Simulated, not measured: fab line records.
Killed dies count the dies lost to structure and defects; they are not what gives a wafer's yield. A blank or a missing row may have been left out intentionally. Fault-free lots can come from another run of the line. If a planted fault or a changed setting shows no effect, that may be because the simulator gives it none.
Chamber matching + flow n5-finfet + N5_BEOL_M12_CMP_49 on cmp-01 has 4 sister chambers
The step polishes, stops on SiOC, t overpolish 20.6 s, target thk 320 nm. 16 wafers are shown with their chamber, then 8 later ones without.

== WAFERS WITH THEIR CHAMBER ==
| wafer  | chamber | motor-current-A (A) | barrier-field-endpoint-s (s) |
|--------|---------|---------------------|------------------------------|
| L430.2 | 3       | 6.0                 | 30.7                         |
| L430.3 | 0       | 6.8                 | 30.3                         |
| L430.5 | 0       | 6.9                 | 30.5                         |
| L431.3 | 1       | 6.0                 | 30.3                         |
| L431.5 | 0       | 6.4                 | 29.9                         |
| L431.6 | 3       | 5.9                 | 31.1                         |
| L434.1 | 0       | 6.9                 | 30.7                         |
| L434.3 | 3       | 5.8                 | 30.5                         |
| L434.5 | 3       | 5.9                 | 30.9                         |
| L436.1 | 2       | 6.7                 | 30.6                         |
| L436.3 | 1       | 6.2                 | 30.9                         |
| L436.4 | 0       | 6.6                 | 30.5                         |
| L439.1 | 0       | 6.5                 | 30.4                         |
| L439.3 | 2       | 6.3                 | 30.9                         |
| L439.6 | 3       | 5.8                 | 30.4                         |
| L440.1 | 3       | 6.0                 | 30.6                         |

SIGNATURES (averages over the wafers above)
| reading                  | chamber 0 | chamber 1 | chamber 2 | chamber 3 | scatter within a chamber |
|--------------------------|-----------|-----------|-----------|-----------|--------------------------|
| motor-current-A          | 6.683     | 6.100     | 6.500     | 5.900     | 0.175                    |
| barrier-field-endpoint-s | 30.383    | 30.600    | 30.750    | 30.700    | 0.279                    |
Rule: a wafer lies at a distance from a chamber equal to the root of the sum of squares, over the readings, of (its reading less the chamber's mean, divided by the reading's scatter). The wafer belongs to the nearest chamber; if the next one is less than 2 further off, it can't be placed. How the scatter is found: for the shown wafers, subtract from each reading the mean of its chamber, square and add these, divide the total by (wafers less chambers), then take the root.

== WAFERS MISSING THEIR CHAMBER ==
| wafer  | motor-current-A (A) | barrier-field-endpoint-s (s) |
|--------|---------------------|------------------------------|
| L440.3 | 6.8                 | 28.2                         |
| L440.4 | 6.2                 | 30.1                         |
| L448.1 | 6.2                 | 29.8                         |
| L448.2 | 6.6                 | 29.1                         |
| L448.6 | 6.4                 | 29.1                         |
| L453.2 | 5.8                 | 29.8                         |
| L453.5 | 5.8                 | 30.0                         |
| L453.6 | 6.5                 | 30.5                         |

== WHICH CHAMBER EACH WENT THROUGH ==
| wafer  | from the rows above               | in truth |
|--------|-----------------------------------|----------|
| L440.3 | can't be placed: 0 or 2 or 1      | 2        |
| L440.4 | can't be placed: 1 or 3 or 2 or 0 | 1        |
| L448.1 | can't be placed: 1 or 0 or 3 or 2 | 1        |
| L448.2 | can't be placed: 0 or 2 or 1      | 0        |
| L448.6 | can't be placed: 0 or 1 or 2 or 3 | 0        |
| L453.2 | can't be placed: 3 or 1 or 2      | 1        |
| L453.5 | can't be placed: 3 or 1           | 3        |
| L453.6 | can't be placed: 2 or 0 or 1      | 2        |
Correctly placed: 0 of 8. These rows do not allow placing 8 (true chamber among the candidates in 8). Placed wrongly: 0.
